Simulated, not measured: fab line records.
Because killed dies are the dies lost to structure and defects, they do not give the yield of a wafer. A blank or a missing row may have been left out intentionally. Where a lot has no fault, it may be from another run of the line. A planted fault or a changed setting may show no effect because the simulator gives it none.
What tool caused it? | flow n5 finfet | 72 wafers from 24 lots sampled at 6 of the route's 1938 steps

## WHAT EACH GAUGE READ, for each wafer
N5_BEOL_M12_INSPECT_12: inspects for defects (macro).
lot  | measured     | on                | raw defect count
L074 | day 10 09:46 | defect inspect-02 | 2 2 1
L075 | day 10 15:14 | defect inspect-01 | 2 4 4
L077 | day 11 02:51 | defect inspect-01 | 2 4 4
L076 | day 11 03:11 | defect inspect-01 | 1 2 1
L078 | day 11 06:46 | defect inspect-02 | 0 5 4
L079 | day 11 12:57 | defect inspect-02 | 4 2 2
L080 | day 11 18:19 | defect inspect-02 | 2 2 1
L082 | day 12 07:13 | defect inspect-01 | 4 0 1
L083 | day 12 12:00 | defect inspect-01 | 3 3 0
L081 | day 12 14:36 | defect inspect-02 | 6 2 2
L084 | day 12 22:01 | defect inspect-02 | 2 2 0
L086 | day 12 22:35 | defect inspect-02 | 5 2 2
L085 | day 13 14:14 | defect inspect-01 | 1 3 2
L087 | day 13 15:06 | defect inspect-01 | 2 0 1
L088 | day 13 18:19 | defect inspect-02 | 2 0 1
L089 | day 13 20:59 | defect inspect-02 | 2 2 1
L090 | day 14 15:16 | defect inspect-01 | 3 4 1
L091 | day 14 21:13 | defect inspect-02 | 3 1 1
L092 | day 15 01:53 | defect inspect-02 | 3 3 2
L093 | day 15 06:52 | defect inspect-02 | 0 1 1
L094 | day 15 14:41 | defect inspect-02 | 3 3 4
L095 | day 15 15:16 | defect inspect-02 | 3 4 3
L097 | day 16 03:08 | defect inspect-02 | 3 6 1
L096 | day 16 06:55 | defect inspect-01 | 3 4 0

N5_BEOL_M12_CD_MEAS_17 targets a cd of 140 nm.
lot  | measured     | on        | cd nm (nm)
L074 | day 10 10:31 | cd sem-01 | 138.7 138.0 140.4
L075 | day 10 15:46 | cd sem-03 | 139.6 139.9 137.2
L077 | day 11 03:31 | cd sem-01 | 139.9 141.1 141.1
L076 | day 11 03:45 | cd sem-03 | 138.8 138.9 138.5
L078 | day 11 07:29 | cd sem-03 | 140.6 140.1 138.5
L079 | day 11 13:40 | cd sem-02 | 141.6 140.0 142.1
L080 | day 11 18:56 | cd sem-03 | 139.3 138.5 140.2
L082 | day 12 08:02 | cd sem-01 | 138.7 138.1 140.9
L083 | day 12 12:32 | cd sem-01 | 139.7 140.1 138.8
L081 | day 12 15:08 | cd sem-02 | 137.4 139.3 139.0
L084 | day 12 22:52 | cd sem-03 | 139.3 136.8 138.9
L086 | day 12 23:43 | cd sem-03 | 138.7 139.2 140.7
L085 | day 13 14:46 | cd sem-01 | 140.3 142.6 144.5
L087 | day 13 15:39 | cd sem-02 | 138.8 139.6 140.0
L088 | day 13 18:50 | cd sem-02 | 137.5 141.2 137.1
L089 | day 13 21:35 | cd sem-03 | 136.8 139.2 136.4
L090 | day 14 16:01 | cd sem-03 | 140.2 137.6 140.0
L091 | day 14 21:46 | cd sem-02 | 136.2 135.0 136.7
L092 | day 15 02:38 | cd sem-03 | 140.4 138.1 138.8
L093 | day 15 07:25 | cd sem-03 | 138.7 136.9 136.9
L094 | day 15 15:13 | cd sem-02 | 141.8 143.0 138.3
L095 | day 15 16:04 | cd sem-02 | 141.4 139.4 143.1
L097 | day 16 03:40 | cd sem-01 | 138.3 139.5 137.6
L096 | day 16 07:36 | cd sem-02 | 139.1 137.5 137.2

N5_BEOL_M13_OVL_MEAS_11.
lot  | measured     | on         | V12_OVL (nm)
L074 | day 10 15:49 | overlay-02 | 5 5 14
L075 | day 10 19:47 | overlay-02 | -3 11 -1
L077 | day 11 07:20 | overlay-02 | -1 1 -1
L076 | day 11 09:04 | overlay-02 | 4 -5 10
L078 | day 11 10:37 | overlay-02 | -12 0 -7
L079 | day 12 00:28 | overlay-02 | 5 -3 -3
L080 | day 12 00:49 | overlay-01 | 6 5 9
L082 | day 12 14:43 | overlay-02 | 2 -10 4
L083 | day 12 15:55 | overlay-01 | -9 1 -9
L081 | day 12 19:47 | overlay-01 | 5 0 -11
L084 | day 13 06:01 | overlay-01 | -9 2 9
L086 | day 13 08:04 | overlay-01 | -7 0 -6
L085 | day 13 19:08 | overlay-01 | -8 1 1
L087 | day 13 19:25 | overlay-01 | 5 -8 8
L088 | day 13 23:23 | overlay-01 | 10 9 7
L089 | day 14 02:23 | overlay-01 | -1 -2 -3
L090 | day 14 21:16 | overlay-01 | 11 0 11
L091 | day 15 01:13 | overlay-01 | -7 1 -2
L092 | day 15 07:27 | overlay-01 | 5 -3 -6
L093 | day 15 13:42 | overlay-01 | 10 5 -4
L094 | day 15 19:17 | overlay-01 | 1 9 -2
L095 | day 15 19:57 | overlay-01 | 0 6 -1
L097 | day 16 09:38 | overlay-02 | 0 5 12
L096 | day 16 18:02 | overlay-02 | -3 6 -3

## WHICH TOOL RAN EACH LOT (tool, then ch and the chambers of the sampled wafers, then the start)
lot  | N5_BEOL_M11_CURE_72           | N5_BEOL_M11_ANNEAL_51            | N5_BEOL_M12_SPUTTER_43
L074 | uv cure-03 ch 2, day 10 07:01 | rtp anneal-01 ch 0, day 10 08:16 | pvd sputter-03, day 10 13:52
L075 | uv cure-03 ch 2, day 10 10:13 | rtp anneal-01 ch 0, day 10 13:34 | pvd sputter-01, day 10 17:56
L077 | uv cure-03 ch 1, day 10 22:44 | rtp anneal-02 ch 0, day 11 01:26 | pvd sputter-02, day 11 05:31
L076 | uv cure-03 ch 1, day 10 23:05 | rtp anneal-01 ch 0, day 11 01:55 | pvd sputter-01, day 11 07:20
L078 | uv cure-03 ch 1, day 11 04:18 | rtp anneal-02 ch 0, day 11 05:31 | pvd sputter-02, day 11 08:54
L079 | uv cure-03 ch 0, day 11 10:32 | rtp anneal-01 ch 0, day 11 11:39 | pvd sputter-02, day 11 22:17
L080 | uv cure-02 ch 0, day 11 13:55 | rtp anneal-02 ch 0, day 11 16:54 | pvd sputter-01, day 11 22:39
L082 | uv cure-02 ch 1, day 12 03:38 | rtp anneal-01 ch 0, day 12 05:59 | pvd sputter-03, day 12 11:12
L083 | uv cure-02 ch 0, day 12 07:57 | rtp anneal-01 ch 0, day 12 10:47 | pvd sputter-02, day 12 14:03
L081 | uv cure-01 ch 1, day 12 08:16 | rtp anneal-01 ch 0, day 12 11:32 | pvd sputter-03, day 12 17:58
L084 | uv cure-03 ch 1, day 12 18:53 | rtp anneal-01 ch 0, day 12 20:46 | pvd sputter-03, day 13 03:32
L086 | uv cure-01 ch 0, day 12 19:49 | rtp anneal-01 ch 0, day 12 21:06 | pvd sputter-03, day 13 06:22
L085 | uv cure-03 ch 1, day 13 11:15 | rtp anneal-02 ch 0, day 13 12:49 | pvd sputter-02, day 13 17:11
L087 | uv cure-03 ch 0, day 13 11:58 | rtp anneal-02 ch 0, day 13 13:50 | pvd sputter-02, day 13 17:35
L088 | uv cure-03 ch 1, day 13 15:35 | rtp anneal-01 ch 0, day 13 16:52 | pvd sputter-01, day 13 21:43
L089 | uv cure-03 ch 0, day 13 17:26 | rtp anneal-01 ch 0, day 13 19:46 | pvd sputter-01, day 14 00:32
L090 | uv cure-01 ch 2, day 14 10:26 | rtp anneal-01 ch 0, day 14 13:59 | pvd sputter-02, day 14 19:20
L091 | uv cure-02 ch 0, day 14 18:23 | rtp anneal-02 ch 0, day 14 19:49 | pvd sputter-01, day 14 23:32
L092 | uv cure-03 ch 0, day 14 22:32 | rtp anneal-02 ch 0, day 15 00:37 | pvd sputter-02, day 15 05:37
L093 | uv cure-03 ch 2, day 15 02:49 | rtp anneal-02 ch 0, day 15 05:32 | pvd sputter-01, day 15 11:54
L094 | uv cure-02 ch 2, day 15 09:50 | rtp anneal-01 ch 0, day 15 13:32 | pvd sputter-02, day 15 17:22
L095 | uv cure-03 ch 0, day 15 12:22 | rtp anneal-02 ch 0, day 15 14:01 | pvd sputter-01, day 15 17:37
L097 | uv cure-01 ch 0, day 15 23:50 | rtp anneal-02 ch 0, day 16 01:53 | pvd sputter-03, day 16 07:46
L096 | uv cure-02 ch 2, day 16 02:19 | rtp anneal-02 ch 0, day 16 05:39 | pvd sputter-01, day 16 16:13
- N5_BEOL_M11_CURE_72: cures SiCOH lowk, time 120 s.
- N5_BEOL_M11_ANNEAL_51: time 90 s.
- N5_BEOL_M12_SPUTTER_43: material TaN, target thk 15 nm, time 24.19 s.

## AS READ BY THE TOOLS THEMSELVES (means over the sampled wafers that have a number; for cases with no such wafer, the mark the record gives instead)
N5_BEOL_M11_CURE_72.
lot  | tool       | lamp power pct (%) | wafer_temp_C_max
L074 | uv cure-03 | 52.34              | 372.2
L075 | uv cure-03 | 52.29              | 371.4
L077 | uv cure-03 | 52.33              | 371.2
L076 | uv cure-03 | 52.25              | 371.3
L078 | uv cure-03 | 52.35              | 371.1
L079 | uv cure-03 | 52.34              | 371.6
L080 | uv cure-02 | 52.31              | 371.8
L082 | uv cure-02 | 52.34              | 372.5
L083 | uv cure-02 | 52.33              | 372.3
L081 | uv cure-01 | 52.34              | 372.7
L084 | uv cure-03 | 52.32              | 371.3
L086 | uv cure-01 | 52.36              | 373.2
L085 | uv cure-03 | 52.27              | 371.2
L087 | uv cure-03 | 52.32              | 372.0
L088 | uv cure-03 | 52.32              | 370.9
L089 | uv cure-03 | 52.27              | 371.6
L090 | uv cure-01 | 52.32              | 371.3
L091 | uv cure-02 | 52.32              | 371.9
L092 | uv cure-03 | 52.29              | 371.9
L093 | uv cure-03 | 52.27              | 371.8
L094 | uv cure-02 | 52.32              | 372.4
L095 | uv cure-03 | 52.29              | 371.5
L097 | uv cure-01 | 52.27              | 372.7
L096 | uv cure-02 | 52.30              | 372.3

N5_BEOL_M11_ANNEAL_51.
lot  | tool          | anneal temp c max | wafer_temp_C_max
L074 | rtp anneal-01 | 226.0             | 226.5
L075 | rtp anneal-01 | 226.3             | 226.6
L077 | rtp anneal-02 | 226.0             | 225.8
L076 | rtp anneal-01 | 226.1             | 227.0
L078 | rtp anneal-02 | 225.9             | 225.6
L079 | rtp anneal-01 | 226.1             | 226.9
L080 | rtp anneal-02 | 225.5             | 225.8
L082 | rtp anneal-01 | 226.3             | 226.6
L083 | rtp anneal-01 | 225.9             | 226.4
L081 | rtp anneal-01 | 226.2             | 227.0
L084 | rtp anneal-01 | 226.1             | 226.7
L086 | rtp anneal-01 | 226.0             | 226.9
L085 | rtp anneal-02 | 225.7             | 225.8
L087 | rtp anneal-02 | 225.7             | 225.7
L088 | rtp anneal-01 | 226.2             | 226.5
L089 | rtp anneal-01 | 225.9             | 227.0
L090 | rtp anneal-01 | 226.3             | 226.9
L091 | rtp anneal-02 | 225.6             | 225.9
L092 | rtp anneal-02 | 225.6             | 225.6
L093 | rtp anneal-02 | 225.6             | 225.6
L094 | rtp anneal-01 | 226.2             | 226.7
L095 | rtp anneal-02 | 225.4             | 225.8
L097 | rtp anneal-02 | 225.6             | 225.5
L096 | rtp anneal-02 | 225.9             | 225.7

N5_BEOL_M12_SPUTTER_43.
lot  | tool           | throttle valve pct (%)
L074 | pvd sputter-03 | 30.1
L075 | pvd sputter-01 | 30.9
L077 | pvd sputter-02 | 30.0
L076 | pvd sputter-01 | 28.8
L078 | pvd sputter-02 | 30.5
L079 | pvd sputter-02 | 29.0
L080 | pvd sputter-01 | 29.9
L082 | pvd sputter-03 | 30.4
L083 | pvd sputter-02 | 29.7
L081 | pvd sputter-03 | 29.9
L084 | pvd sputter-03 | 29.9
L086 | pvd sputter-03 | 30.0
L085 | pvd sputter-02 | 29.6
L087 | pvd sputter-02 | 29.0
L088 | pvd sputter-01 | 29.2
L089 | pvd sputter-01 | 30.2
L090 | pvd sputter-02 | 29.6
L091 | pvd sputter-01 | 29.6
L092 | pvd sputter-02 | 29.9
L093 | pvd sputter-01 | 29.5
L094 | pvd sputter-02 | 30.3
L095 | pvd sputter-01 | 30.7
L097 | pvd sputter-03 | 30.0
L096 | pvd sputter-01 | 30.4

## THE ANSWER, worked out from the rows above alone
Rule: usual is defined by the lots themselves. Put in order of their means at a reading, lots are off if they are a third of the lots or fewer, leave a main group of 4 or more, and stand apart from it by a gap of 3 or more times the standard deviation of the main group's means; of several such gaps the widest counts. The tables above print the reading to a certain number of digits; a main group whose means all agree to those digits is not used. A lot without any number at a reading at which 4 lots or more have one is off too. The other lots that the step has rows for count as sound. Order of review: gauges by route order, followed by the tools' own readings, for which a lot's mean as printed above is used. At the first step where some lot is off, the reading lying furthest off is the one used; lots without a number count as furthest.
Nothing can be told from this: no lot is off at any reading shown.

## WHAT THE SIMULATOR HAD INSERTED
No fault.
